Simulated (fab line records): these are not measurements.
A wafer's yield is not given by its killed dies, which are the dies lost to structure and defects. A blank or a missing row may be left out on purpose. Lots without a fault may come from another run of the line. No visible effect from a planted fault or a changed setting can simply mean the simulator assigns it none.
Code-filled problem report in 8D (eight disciplines) form    flow nand-harc    the parts of the form that need people (team, actions taken, sign-off) are left out

## 1. PROBLEM STATEMENT
NHARC_END_SORT_01, killed-at-array: mean 111 over 1 wafer from 1 lot; wafers with no fault: 28, standard deviation 8.9. Relative to the usual mean, that is a shift of +9.3 standard deviations.
The first sign was on wafer L484.2 at day 20 11:47, on prober-02. The record holds 3 wafers of 1 lot with a number at this step. Rule for "out" (also "out of limits"): further than 4 standard deviations from the usual mean. The rest of the wafers with a number are treated as sound.

## 2. WHAT IT IS AND WHAT IT IS NOT
question                     is                            is not
which readings at this step  killed-at-array, killed-dies  killed-at-other, killed-at-periphery, killed-open, killed-short
which lots                   L484                          -
which wafers of those lots   L484.2                        L484.3, L484.6
read on which gauges         prober-02                     -
when                         from day 20 11:47             up to then (0 sound wafers); but 2 sound wafers of L484 came after

## 3. WHAT RULES OUT EACH SUSPECT
Counting: a tool at a process step up to the reading stays a suspect if it ran every lot that is out. Sound lots after the first of them don't rule it out here, since some wafers of a struck lot are sound.
- the gauge at NHARC_END_SORT_01: kept. All the wafers that are out were read on prober-02, and no step on other tools shows them out.
- rie-diel-05 at NHARC_A_STAIRCASE_ETCH_313 (etches the open film in CF4/CHF3): kept. It ran the lot that is out, L484 (day 12 22:40).
- pecvd-03 at NHARC_A_M1_DEP_33 (deposits SiCN, target thk 30 nm): kept. It ran the lot that is out, L484 (day 19 00:50).
- cmp-01 at NHARC_A_BONDPAD_CMP_29 (polishes SiCN, target thk 200 nm): kept. It ran the lot that is out, L484 (day 19 01:47).
- cmp-04 at NHARC_THIN_TSV_CMP_01 (polishes): kept. It ran the lot that is out, L484 (day 19 16:47).
- The sound lot-mates ran in chamber 1 of rie-diel-05 at NHARC_A_STAIRCASE_ETCH_313, but the wafers that are out ran in chamber 0.
- Within pecvd-03 at NHARC_A_M1_DEP_33: the wafers that are out ran in chamber 1; their sound lot-mates ran in chambers 0, 2.
- The sound lot-mates ran in chamber 1 of cmp-01 at NHARC_A_BONDPAD_CMP_29, but the wafers that are out ran in chamber 2.
Left after counting: rie-diel-05 at NHARC_A_STAIRCASE_ETCH_313, pecvd-03 at NHARC_A_M1_DEP_33, cmp-01 at NHARC_A_BONDPAD_CMP_29, cmp-04 at NHARC_THIN_TSV_CMP_01, prober-02 at NHARC_END_SORT_01.

## 4. THE CAUSE (what the simulator had put in)
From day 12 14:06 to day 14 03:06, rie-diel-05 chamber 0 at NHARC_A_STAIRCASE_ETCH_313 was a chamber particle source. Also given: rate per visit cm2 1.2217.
5 suspects survive the count, and this tool is in that group.

## 5. THE CHAIN OF EFFECTS, in route order
Each row: a reading whose mean over the struck wafers that have a number lies more than 3 standard deviations from the usual. Scope: only readings with a usual standard deviation given in the record; hours: median across lots of the time from each lot's start at the first step in this table that gives one to its start at this step; sigmas: change in usual standard deviations.
hours  step               reading          usual  on struck wafers  change  sigmas
0      NHARC_END_SORT_01  killed-at-array  28     111               +83     +9.3
0      NHARC_END_SORT_01  killed-dies      32     115               +83     +8.8

## 6. HOW IT WOULD HAVE BEEN CAUGHT EARLIER
190 hours passed between the start of the fault at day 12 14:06 and the first reading out of limits at a measuring or inspecting step in this record, taken at day 20 11:47.
An alarm limit of 4 standard deviations would not have fired on the tool readings at NHARC_A_STAIRCASE_ETCH_313 for which the record gives a usual standard deviation, since none of them was out on any struck wafer.
Lots out: 1; all had begun NHARC_A_STAIRCASE_ETCH_313 on rie-diel-05 by day 20 11:47. Tool hold at that time: it would have spared none of them.
